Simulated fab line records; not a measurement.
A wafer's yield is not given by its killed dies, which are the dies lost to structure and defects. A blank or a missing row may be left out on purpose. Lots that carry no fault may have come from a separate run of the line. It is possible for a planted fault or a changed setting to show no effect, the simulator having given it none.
fab line records :: flow nand_harc :: part 2 of 2: steps 30 to 37 of 37
[record]
  lots = 5
  wafers = 15
  last_day = 33
route steps=1302 shown A_M1@1192 A_BONDPAD@1202
lots with no fault: from the same line, run without faults
start_h: hours from the record's first day to the start of the lot's first wafer shown :: wait_h: time in hours since the lot's previous step :: " the same as in the row above :: L1.1+2: several wafers, shown together as one row :: - no value, or no start was given :: * or withheld: withheld :: < > ~ a bound
route shown NAME@n: NAME is a module with steps in the file, n the number in the route of the first one :: usual: mean/standard deviation taken from wafers without a fault :: same: alike in all rows :: chamber/n: place in a boat :: sites: each site's reading :: _std_site: their standard deviation :: _edge_site: the outer-site mean with the inner-site mean subtracted :: radius_mm: for every site, how far away it sits from the centre of the wafer :: mask NAME#n: copy n :: behind: the last tool/chamber to shape the wafer :: hold: what put the lot on hold/how long, in hours/how the hold closed :: device: names the non-switching transistor (n, p or np) :: end of line: the same wafers' tests at the end of the route :: a step given without rows: its recipe and nothing more :: killed: the dies lost at the first sort to structure and to defects; this is not the yield of the wafer :: map: the dies of a wafer, with x for killed, . for not killed, _ for no die there
set.NAME: the setting as run; set.NAME@STEP: as run at that earlier step :: model.NAME: the simulator's own value behind a step, which no gauge read
lots at some steps of the route; a table a step, a row a wafer
services: a tool's chamber out of use, with start hour (start_h, from the record's first day; less than 0 if before it), hours out, and reason
[[steps]]
[step NHARC_A_BONDPAD_STRIP_15]
[recipe]
  o2_flow_sccm = 500
  ar_flow_sccm = 0
  bias_w = 0
  chemistry = O2
[usual]
  drypump_motor_current_A = 5.8/0.31
  oes_product_au = 0.992/0.017
  rf_vpp_V = 57.9/0.96
  showerhead_plenum_p_Torr = 3.57/0.14
  throttle_valve_pct = 17.036/0.0099
lot.wafer: L084.1
tool: rie_diel-10
chamber: 2
start_h: 627.89
wait_h: 0.1
drypump_motor_current_A: 5.4
oes_product_au: 0.992
rf_hours_counter_h: 4
rf_vpp_V: 57.3
showerhead_plenum_p_Torr: 3.78
throttle_valve_pct: 17.035

lot.wafer: L084.6
tool: rie_diel-10
chamber: 1
start_h: 627.89
wait_h: 0.1
drypump_motor_current_A: 5.7
oes_product_au: 1.002
rf_hours_counter_h: -
rf_vpp_V: 56.8
showerhead_plenum_p_Torr: 3.51
throttle_valve_pct: 17.044

lot.wafer: L084.4
tool: rie_diel-10
chamber: 0
start_h: 627.89
wait_h: 0.1
drypump_motor_current_A: 5.5
oes_product_au: 0.993
rf_hours_counter_h: -
rf_vpp_V: 57.3
showerhead_plenum_p_Torr: 3.74
throttle_valve_pct: 17.034

lot.wafer: L089.2
tool: rie_diel-05
chamber: 1
start_h: 671.16
wait_h: 0.1
drypump_motor_current_A: 6.0
oes_product_au: 0.963
rf_hours_counter_h: 18
rf_vpp_V: 59.4
showerhead_plenum_p_Torr: 3.56
throttle_valve_pct: 17.033

lot.wafer: L089.3
tool: rie_diel-05
chamber: 2
start_h: 671.16
wait_h: 0.1
drypump_motor_current_A: 6.1
oes_product_au: 1.007
rf_hours_counter_h: 15
rf_vpp_V: 57.8
showerhead_plenum_p_Torr: 3.36
throttle_valve_pct: 17.039

lot.wafer: L089.1
tool: rie_diel-05
chamber: 3
start_h: 671.16
wait_h: 0.1
drypump_motor_current_A: 5.7
oes_product_au: 0.977
rf_hours_counter_h: 16
rf_vpp_V: 57.6
showerhead_plenum_p_Torr: 3.65
throttle_valve_pct: 17.048

lot.wafer: L095.3
tool: rie_diel-09
chamber: 1
start_h: 741.48
wait_h: 0.1
drypump_motor_current_A: 5.8
oes_product_au: 0.974
rf_hours_counter_h: 2
rf_vpp_V: 59.7
showerhead_plenum_p_Torr: 3.71
throttle_valve_pct: 17.055

lot.wafer: L095.5
tool: rie_diel-09
chamber: 2
start_h: 741.48
wait_h: 0.1
drypump_motor_current_A: 5.8
oes_product_au: 0.997
rf_hours_counter_h: -
rf_vpp_V: 59.3
showerhead_plenum_p_Torr: 3.68
throttle_valve_pct: 17.023

lot.wafer: L095.6
tool: rie_diel-09
chamber: 3
start_h: 741.48
wait_h: 0.1
drypump_motor_current_A: 6.5
oes_product_au: 0.962
rf_hours_counter_h: -
rf_vpp_V: 56.5
showerhead_plenum_p_Torr: 3.42
throttle_valve_pct: 17.025

lot.wafer: L096.1
tool: rie_diel-10
chamber: 0
start_h: 749.16
wait_h: 0.1
drypump_motor_current_A: 5.5
oes_product_au: 0.995
rf_hours_counter_h: 34
rf_vpp_V: 58.3
showerhead_plenum_p_Torr: 3.73
throttle_valve_pct: 17.034

lot.wafer: L096.3
tool: rie_diel-10
chamber: 1
start_h: 749.16
wait_h: 0.1
drypump_motor_current_A: 5.8
oes_product_au: 0.999
rf_hours_counter_h: 42
rf_vpp_V: 59.9
showerhead_plenum_p_Torr: 3.49
throttle_valve_pct: 17.043

lot.wafer: L096.5
tool: rie_diel-10
chamber: 3
start_h: 749.16
wait_h: 0.1
drypump_motor_current_A: 5.9
oes_product_au: 0.981
rf_hours_counter_h: -
rf_vpp_V: 57.4
showerhead_plenum_p_Torr: 3.58
throttle_valve_pct: 17.031

lot.wafer: L097.1
tool: rie_diel-05
chamber: 0
start_h: 756.21
wait_h: 0.1
drypump_motor_current_A: 5.7
oes_product_au: 1.003
rf_hours_counter_h: 35
rf_vpp_V: 57.1
showerhead_plenum_p_Torr: 3.53
throttle_valve_pct: 17.045

lot.wafer: L097.2
tool: rie_diel-05
chamber: 1
start_h: 756.21
wait_h: 0.1
drypump_motor_current_A: 6.0
oes_product_au: 1.000
rf_hours_counter_h: 31
rf_vpp_V: 57.6
showerhead_plenum_p_Torr: 3.56
throttle_valve_pct: 17.042

lot.wafer: L097.6
tool: rie_diel-05
chamber: 3
start_h: 756.21
wait_h: 0.1
drypump_motor_current_A: 5.7
oes_product_au: 1.002
rf_hours_counter_h: -
rf_vpp_V: 60.4
showerhead_plenum_p_Torr: 3.64
throttle_valve_pct: 17.038
[step NHARC_A_BONDPAD_ETCH_24]
[recipe]
  target_depth_a = 300
  over_etch_frac = 0.3
  time_s = 72.99
  ion_energy_ev = 150
  cf4_flow_sccm = 50
  n2_flow_sccm = 100
  ar_flow_sccm = 150
  rf_w = 300
  bias_w = 100
  chemistry = CF4/N2
[usual]
  drypump_motor_current_A = 5.8/0.31
  oes_product_au = 0.993/0.016
  rf_vpp_V = 314.8/2
  showerhead_plenum_p_Torr = 2.66/0.11
  throttle_valve_pct = 19.794/0.0087
[same]
  over_etch_frac = 0.3
lot.wafer: L084.1
tool: rie_diel-10
chamber: 2
start_h: 628.06
wait_h: 0.1
drypump_motor_current_A: 5.4
oes_product_au: 0.998
rf_hours_counter_h: 4
rf_vpp_V: 314.9
showerhead_plenum_p_Torr: 2.81
throttle_valve_pct: 19.789

lot.wafer: L084.6
tool: rie_diel-10
chamber: 2
start_h: 628.06
wait_h: 0.1
drypump_motor_current_A: 5.4
oes_product_au: 1.004
rf_hours_counter_h: -
rf_vpp_V: 317.2
showerhead_plenum_p_Torr: 2.81
throttle_valve_pct: 19.802

lot.wafer: L084.4
tool: rie_diel-10
chamber: 0
start_h: 628.06
wait_h: 0.1
drypump_motor_current_A: 5.5
oes_product_au: 0.980
rf_hours_counter_h: -
rf_vpp_V: 317.4
showerhead_plenum_p_Torr: 2.79
throttle_valve_pct: 19.785

lot.wafer: L089.2
tool: rie_diel-05
chamber: 3
start_h: -
wait_h: -
drypump_motor_current_A: 5.7
oes_product_au: 0.984
rf_hours_counter_h: 16
rf_vpp_V: 315.5
showerhead_plenum_p_Torr: 2.71
throttle_valve_pct: 19.793

lot.wafer: L089.3
tool: rie_diel-05
chamber: 0
start_h: -
wait_h: -
drypump_motor_current_A: 5.7
oes_product_au: 0.984
rf_hours_counter_h: 19
rf_vpp_V: 314.9
showerhead_plenum_p_Torr: 2.63
throttle_valve_pct: 19.792

lot.wafer: L089.1
tool: rie_diel-05
chamber: 2
start_h: -
wait_h: -
drypump_motor_current_A: 6.1
oes_product_au: 1.006
rf_hours_counter_h: 15
rf_vpp_V: 312.5
showerhead_plenum_p_Torr: 2.50
throttle_valve_pct: 19.788

lot.wafer: L095.3
tool: rie_diel-09
chamber: 0
start_h: -
wait_h: -
drypump_motor_current_A: 5.5
oes_product_au: 0.981
rf_hours_counter_h: 1
rf_vpp_V: 311.6
showerhead_plenum_p_Torr: 2.46
throttle_valve_pct: 19.792

lot.wafer: L095.5
tool: rie_diel-09
chamber: 1
start_h: -
wait_h: -
drypump_motor_current_A: 5.8
oes_product_au: 0.988
rf_hours_counter_h: -
rf_vpp_V: 315.4
showerhead_plenum_p_Torr: 2.77
throttle_valve_pct: 19.797

lot.wafer: L095.6
tool: rie_diel-09
chamber: 2
start_h: -
wait_h: -
drypump_motor_current_A: 5.9
oes_product_au: 1.000
rf_hours_counter_h: -
rf_vpp_V: 316.2
showerhead_plenum_p_Torr: 2.74
throttle_valve_pct: 19.798

lot.wafer: L096.3
tool: rie_diel-10
chamber: 3
start_h: -
wait_h: -
drypump_motor_current_A: 5.9
oes_product_au: 0.971
rf_hours_counter_h: 39
rf_vpp_V: 314.9
showerhead_plenum_p_Torr: 2.67
throttle_valve_pct: 19.811

lot.wafer: L096.1
tool: rie_diel-10
chamber: 0
start_h: -
wait_h: -
drypump_motor_current_A: 5.5
oes_product_au: 0.996
rf_hours_counter_h: 34
rf_vpp_V: 316.7
showerhead_plenum_p_Torr: 2.77
throttle_valve_pct: 19.794

lot.wafer: L096.5
tool: rie_diel-10
chamber: 0
start_h: -
wait_h: -
drypump_motor_current_A: 5.4
oes_product_au: 0.992
rf_hours_counter_h: -
rf_vpp_V: 316.9
showerhead_plenum_p_Torr: 2.77
throttle_valve_pct: 19.790

lot.wafer: L097.1
tool: rie_diel-05
chamber: 0
start_h: -
wait_h: -
drypump_motor_current_A: 5.7
oes_product_au: 1.001
rf_hours_counter_h: 35
rf_vpp_V: 313.6
showerhead_plenum_p_Torr: 2.62
throttle_valve_pct: 19.807

lot.wafer: L097.2
tool: rie_diel-05
chamber: 1
start_h: -
wait_h: -
drypump_motor_current_A: 6.0
oes_product_au: 0.989
rf_hours_counter_h: 31
rf_vpp_V: 315.1
showerhead_plenum_p_Torr: 2.65
throttle_valve_pct: 19.802

lot.wafer: L097.6
tool: rie_diel-05
chamber: 3
start_h: -
wait_h: -
drypump_motor_current_A: 5.7
oes_product_au: 0.995
rf_hours_counter_h: -
rf_vpp_V: 316.8
showerhead_plenum_p_Torr: 2.71
throttle_valve_pct: 19.789
[step NHARC_A_BONDPAD_STRIP_16]
[recipe]
  time_s = 600
  temp_c = 30
  chemistry = post_etch_residue_remover
[usual]
  bath_heat_duty_pct = 13.4/1.8
lot.wafer: L084.4
tool: wet_bench-08
chamber: 5
start_h: 628.21
wait_h: -
bath_heat_duty_pct: 15.1

lot.wafer: L084.1
tool: wet_bench-08
chamber: 6
start_h: 628.21
wait_h: -
bath_heat_duty_pct: 17.7

lot.wafer: L084.6
tool: wet_bench-08
chamber: 0
start_h: 628.21
wait_h: -
bath_heat_duty_pct: 14.7

lot.wafer: L089.2
tool: wet_bench-10
chamber: 3
start_h: 671.45
wait_h: -
bath_heat_duty_pct: 13.7

lot.wafer: L089.3
tool: wet_bench-10
chamber: 5
start_h: 671.45
wait_h: -
bath_heat_duty_pct: 15.9

lot.wafer: L089.1
tool: wet_bench-10
chamber: 6
start_h: 671.45
wait_h: -
bath_heat_duty_pct: 12.7

lot.wafer: L095.6
tool: wet_bench-10
chamber: 0
start_h: 741.73
wait_h: -
bath_heat_duty_pct: 12.0

lot.wafer: L095.3
tool: wet_bench-10
chamber: 2
start_h: 741.73
wait_h: -
bath_heat_duty_pct: 16.6

lot.wafer: L095.5
tool: wet_bench-10
chamber: 3
start_h: 741.73
wait_h: -
bath_heat_duty_pct: 13.3

lot.wafer: L096.3
tool: wet_bench-10
chamber: 2
start_h: 749.41
wait_h: -
bath_heat_duty_pct: 15.8

lot.wafer: L096.5
tool: wet_bench-10
chamber: 4
start_h: 749.41
wait_h: -
bath_heat_duty_pct: 14.0

lot.wafer: L096.1
tool: wet_bench-10
chamber: 6
start_h: 749.41
wait_h: -
bath_heat_duty_pct: 12.5

lot.wafer: L097.1
tool: wet_bench-10
chamber: 7
start_h: 756.49
wait_h: -
bath_heat_duty_pct: 9.6

lot.wafer: L097.6
tool: wet_bench-10
chamber: 1
start_h: 756.49
wait_h: -
bath_heat_duty_pct: 12.5

lot.wafer: L097.2
tool: wet_bench-10
chamber: 2
start_h: 756.49
wait_h: -
bath_heat_duty_pct: 18.1
[step NHARC_A_BONDPAD_DEGAS_25]
[recipe]
  temp_c = 300
  time_s = 60
[usual]
  heater_power_w = 449/54
lot.wafer: L084.4
tool: pvd_sputter-02
chamber: -
start_h: 628.49
wait_h: -
heater_power_w: 403

lot.wafer: L084.1
tool: pvd_sputter-02
chamber: -
start_h: 628.49
wait_h: -
heater_power_w: 479

lot.wafer: L084.6
tool: pvd_sputter-02
chamber: -
start_h: 628.49
wait_h: -
heater_power_w: 447

lot.wafer: L089.2
tool: pvd_sputter-03
chamber: -
start_h: 671.73
wait_h: -
heater_power_w: 412

lot.wafer: L089.3
tool: pvd_sputter-03
chamber: -
start_h: 671.73
wait_h: -
heater_power_w: 521

lot.wafer: L089.1
tool: pvd_sputter-03
chamber: -
start_h: 671.73
wait_h: -
heater_power_w: 541

lot.wafer: L095.3
tool: pvd_sputter-01
chamber: -
start_h: 742.03
wait_h: -
heater_power_w: 416

lot.wafer: L095.6
tool: pvd_sputter-01
chamber: -
start_h: 742.03
wait_h: -
heater_power_w: 472

lot.wafer: L095.5
tool: pvd_sputter-01
chamber: -
start_h: 742.03
wait_h: -
heater_power_w: 456

lot.wafer: L096.1
tool: pvd_sputter-01
chamber: -
start_h: 749.73
wait_h: -
heater_power_w: 473

lot.wafer: L096.3
tool: pvd_sputter-01
chamber: -
start_h: 749.73
wait_h: -
heater_power_w: 399

lot.wafer: L096.5
tool: pvd_sputter-01
chamber: -
start_h: 749.73
wait_h: -
heater_power_w: 480

lot.wafer: L097.2
tool: pvd_sputter-02
chamber: -
start_h: 756.77
wait_h: -
heater_power_w: 384

lot.wafer: L097.1
tool: pvd_sputter-02
chamber: -
start_h: 756.77
wait_h: -
heater_power_w: 452

lot.wafer: L097.6
tool: pvd_sputter-02
chamber: -
start_h: 756.77
wait_h: -
heater_power_w: 441
[step NHARC_A_BONDPAD_PRE_CLEAN_26]
[recipe]
  time_s = 30
  temp_c = 280
  gas = H2/He
[usual]
  heater_power_w = 392/50
lot.wafer: L084.4
tool: pvd_sputter-02
chamber: -
start_h: -
wait_h: -
heater_power_w: 387

lot.wafer: L084.1
tool: pvd_sputter-02
chamber: -
start_h: -
wait_h: -
heater_power_w: 322

lot.wafer: L084.6
tool: pvd_sputter-02
chamber: -
start_h: -
wait_h: -
heater_power_w: 360

lot.wafer: L089.1
tool: pvd_sputter-03
chamber: -
start_h: -
wait_h: -
heater_power_w: 361

lot.wafer: L089.3
tool: pvd_sputter-03
chamber: -
start_h: -
wait_h: -
heater_power_w: 411

lot.wafer: L089.2
tool: pvd_sputter-03
chamber: -
start_h: -
wait_h: -
heater_power_w: 480

lot.wafer: L095.3
tool: pvd_sputter-01
chamber: -
start_h: -
wait_h: -
heater_power_w: 417

lot.wafer: L095.5
tool: pvd_sputter-01
chamber: -
start_h: -
wait_h: -
heater_power_w: 406

lot.wafer: L095.6
tool: pvd_sputter-01
chamber: -
start_h: -
wait_h: -
heater_power_w: 361

lot.wafer: L096.1
tool: pvd_sputter-01
chamber: -
start_h: -
wait_h: -
heater_power_w: 322

lot.wafer: L096.3
tool: pvd_sputter-01
chamber: -
start_h: -
wait_h: -
heater_power_w: 418

lot.wafer: L096.5
tool: pvd_sputter-01
chamber: -
start_h: -
wait_h: -
heater_power_w: 368

lot.wafer: L097.2
tool: pvd_sputter-02
chamber: -
start_h: -
wait_h: -
heater_power_w: 343

lot.wafer: L097.1
tool: pvd_sputter-02
chamber: -
start_h: -
wait_h: -
heater_power_w: 382

lot.wafer: L097.6
tool: pvd_sputter-02
chamber: -
start_h: -
wait_h: -
heater_power_w: 342
[step NHARC_A_BONDPAD_PVD_17]
[recipe]
  target_thk_a = 50
  bias_v = 168.6
  power_w = 15000
  chamber_pressure_pa = 0.12
  time_s = 8.06
  substrate_temp_c = 50
  material = TaN
[usual]
  bias_v = 168.8/1.6
  throttle_valve_pct = 29.6/0.95
lot.wafer: L084.4
tool: pvd_sputter-02
chamber: -
start_h: -
wait_h: -
bias_v: 170.0
throttle_valve_pct: 29.8

lot.wafer: L084.1
tool: pvd_sputter-02
chamber: -
start_h: -
wait_h: -
bias_v: 170.8
throttle_valve_pct: 28.4

lot.wafer: L084.6
tool: pvd_sputter-02
chamber: -
start_h: -
wait_h: -
bias_v: 168.5
throttle_valve_pct: 30.4

lot.wafer: L089.1
tool: pvd_sputter-03
chamber: -
start_h: -
wait_h: -
bias_v: 171.7
throttle_valve_pct: 31.1

lot.wafer: L089.3
tool: pvd_sputter-03
chamber: -
start_h: -
wait_h: -
bias_v: 168.9
throttle_valve_pct: 29.7

lot.wafer: L089.2
tool: pvd_sputter-03
chamber: -
start_h: -
wait_h: -
bias_v: 166.9
throttle_valve_pct: 29.1

lot.wafer: L095.3
tool: pvd_sputter-01
chamber: -
start_h: -
wait_h: -
bias_v: 170.4
throttle_valve_pct: 29.5

lot.wafer: L095.5
tool: pvd_sputter-01
chamber: -
start_h: -
wait_h: -
bias_v: 168.9
throttle_valve_pct: 29.5

lot.wafer: L095.6
tool: pvd_sputter-01
chamber: -
start_h: -
wait_h: -
bias_v: 172.3
throttle_valve_pct: 28.8

lot.wafer: L096.1
tool: pvd_sputter-01
chamber: -
start_h: -
wait_h: -
bias_v: 167.5
throttle_valve_pct: 28.2

lot.wafer: L096.3
tool: pvd_sputter-01
chamber: -
start_h: -
wait_h: -
bias_v: 170.4
throttle_valve_pct: 29.4

lot.wafer: L096.5
tool: pvd_sputter-01
chamber: -
start_h: -
wait_h: -
bias_v: 167.8
throttle_valve_pct: 28.4

lot.wafer: L097.1
tool: pvd_sputter-02
chamber: -
start_h: -
wait_h: -
bias_v: 166.7
throttle_valve_pct: 30.8

lot.wafer: L097.2
tool: pvd_sputter-02
chamber: -
start_h: -
wait_h: -
bias_v: 168.3
throttle_valve_pct: 29.4

lot.wafer: L097.6
tool: pvd_sputter-02
chamber: -
start_h: -
wait_h: -
bias_v: 168.1
throttle_valve_pct: 30.8
[step NHARC_A_BONDPAD_PVD_27]
[recipe]
  target_thk_a = 300
  chamber_pressure_pa = 5
  power_w = 5000
  substrate_temp_c = 30
  time_s = 20.49
  material = Cu
[usual]
  throttle_valve_pct = 29.6/0.96
lot.wafer: L084.1
tool: pvd_sputter-02
chamber: -
start_h: -
wait_h: -
throttle_valve_pct: 28.6

lot.wafer: L084.4
tool: pvd_sputter-02
chamber: -
start_h: -
wait_h: -
throttle_valve_pct: 30.7

lot.wafer: L084.6
tool: pvd_sputter-02
chamber: -
start_h: -
wait_h: -
throttle_valve_pct: 30.7

lot.wafer: L089.3
tool: pvd_sputter-03
chamber: -
start_h: -
wait_h: -
throttle_valve_pct: 29.4

lot.wafer: L089.1
tool: pvd_sputter-03
chamber: -
start_h: -
wait_h: -
throttle_valve_pct: 31.4

lot.wafer: L089.2
tool: pvd_sputter-03
chamber: -
start_h: -
wait_h: -
throttle_valve_pct: 29.6

lot.wafer: L095.3
tool: pvd_sputter-01
chamber: -
start_h: -
wait_h: -
throttle_valve_pct: 30.5

lot.wafer: L095.5
tool: pvd_sputter-01
chamber: -
start_h: -
wait_h: -
throttle_valve_pct: 30.2

lot.wafer: L095.6
tool: pvd_sputter-01
chamber: -
start_h: -
wait_h: -
throttle_valve_pct: 29.5

lot.wafer: L096.1
tool: pvd_sputter-01
chamber: -
start_h: -
wait_h: -
throttle_valve_pct: 28.5

lot.wafer: L096.3
tool: pvd_sputter-01
chamber: -
start_h: -
wait_h: -
throttle_valve_pct: 29.4

lot.wafer: L096.5
tool: pvd_sputter-01
chamber: -
start_h: -
wait_h: -
throttle_valve_pct: 28.5

lot.wafer: L097.1
tool: pvd_sputter-02
chamber: -
start_h: -
wait_h: -
throttle_valve_pct: 27.9

lot.wafer: L097.2
tool: pvd_sputter-02
chamber: -
start_h: -
wait_h: -
throttle_valve_pct: 30.9

lot.wafer: L097.6
tool: pvd_sputter-02
chamber: -
start_h: -
wait_h: -
throttle_valve_pct: 28.1
[step NHARC_A_BONDPAD_ECD_18]
[recipe]
  target_thk_a = 4000
  bath_temp_c = 25
  material = Cu
[usual]
  bath_heat_duty_pct = 6.1/0.95
lot.wafer: L084.1
tool: ecd_cu-01
chamber: 1
start_h: 628.84
wait_h: -
bath_heat_duty_pct: 5.6

lot.wafer: L084.4
tool: ecd_cu-01
chamber: 1
start_h: 628.84
wait_h: -
bath_heat_duty_pct: 6.2

lot.wafer: L084.6
tool: ecd_cu-01
chamber: 1
start_h: 628.84
wait_h: -
bath_heat_duty_pct: 6.2

lot.wafer: L089.1
tool: ecd_cu-01
chamber: 1
start_h: 672.09
wait_h: -
bath_heat_duty_pct: 6.6

lot.wafer: L089.2
tool: ecd_cu-01
chamber: 0
start_h: 672.09
wait_h: -
bath_heat_duty_pct: 6.1

lot.wafer: L089.3
tool: ecd_cu-01
chamber: 0
start_h: 672.09
wait_h: -
bath_heat_duty_pct: 6.0

lot.wafer: L095.3
tool: ecd_cu-02
chamber: 0
start_h: 742.49
wait_h: -
bath_heat_duty_pct: 4.3

lot.wafer: L095.6
tool: ecd_cu-02
chamber: 0
start_h: 742.49
wait_h: -
bath_heat_duty_pct: 5.2

lot.wafer: L095.5
tool: ecd_cu-02
chamber: 1
start_h: 742.49
wait_h: -
bath_heat_duty_pct: 7.3

lot.wafer: L096.1
tool: ecd_cu-01
chamber: 1
start_h: 750.08
wait_h: -
bath_heat_duty_pct: 7.5

lot.wafer: L096.3
tool: ecd_cu-01
chamber: 0
start_h: 750.08
wait_h: -
bath_heat_duty_pct: 6.2

lot.wafer: L096.5
tool: ecd_cu-01
chamber: 1
start_h: 750.08
wait_h: -
bath_heat_duty_pct: 6.3

lot.wafer: L097.1
tool: ecd_cu-02
chamber: 1
start_h: 757.13
wait_h: -
bath_heat_duty_pct: 7.6

lot.wafer: L097.2
tool: ecd_cu-02
chamber: 0
start_h: 757.13
wait_h: -
bath_heat_duty_pct: 4.9

lot.wafer: L097.6
tool: ecd_cu-02
chamber: 0
start_h: 757.13
wait_h: -
bath_heat_duty_pct: 5.1
[[services]]
tool: pecvd-02
chamber: 0
start_h: 601.35
hours: 5.1
kind: repair

tool: ecd_cu-01
chamber: -
start_h: 607.98
hours: 6.7
kind: repair

tool: pecvd-01
chamber: -
start_h: 616.53
hours: 1.6
kind: repair

tool: pvd_sputter-01
chamber: -
start_h: 622.01
hours: 3.0
kind: repair

tool: rie_diel-10
chamber: 3
start_h: 622.77
hours: 5.5
kind: repair

tool: litho_track-03
chamber: -
start_h: 625.00
hours: 7.0
kind: pm

tool: pvd_sputter-03
chamber: -
start_h: 637.22
hours: 10.8
kind: repair

tool: rie_diel-05
chamber: 0
start_h: 641.73
hours: 1.7
kind: repair

tool: wet_bench-08
chamber: -
start_h: 646.40
hours: 8.0
kind: pm

tool: litho_track-05
chamber: -
start_h: 649.00
hours: 7.0
kind: pm

tool: pvd_sputter-02
chamber: -
start_h: 651.84
hours: 10.0
kind: pm

tool: pecvd-01
chamber: 0
start_h: 652.78
hours: 12.5
kind: repair

tool: ecd_cu-01
chamber: -
start_h: 657.15
hours: 2.7
kind: repair

tool: wet_bench-10
chamber: -
start_h: 663.20
hours: 8.0
kind: pm

tool: pvd_sputter-01
chamber: -
start_h: 670.17
hours: 4.5
kind: repair

tool: pecvd-01
chamber: -
start_h: 673.94
hours: 13.0
kind: pm

tool: rie_diel-05
chamber: 1
start_h: 684.98
hours: 12.2
kind: repair

tool: ecd_cu-01
chamber: -
start_h: 688.09
hours: 8.0
kind: pm

tool: wet_bench-10
chamber: -
start_h: 705.74
hours: 1.7
kind: repair

tool: rie_diel-10
chamber: 0
start_h: 710.45
hours: 4.6
kind: repair

tool: pvd_sputter-02
chamber: -
start_h: 718.06
hours: 2.8
kind: repair

tool: rie_diel-10
chamber: 0
start_h: 723.49
hours: 2.4
kind: repair

tool: pvd_sputter-02
chamber: -
start_h: 723.63
hours: 26.1
kind: repair

tool: litho_track-02
chamber: -
start_h: 752.00
hours: 7.0
kind: pm
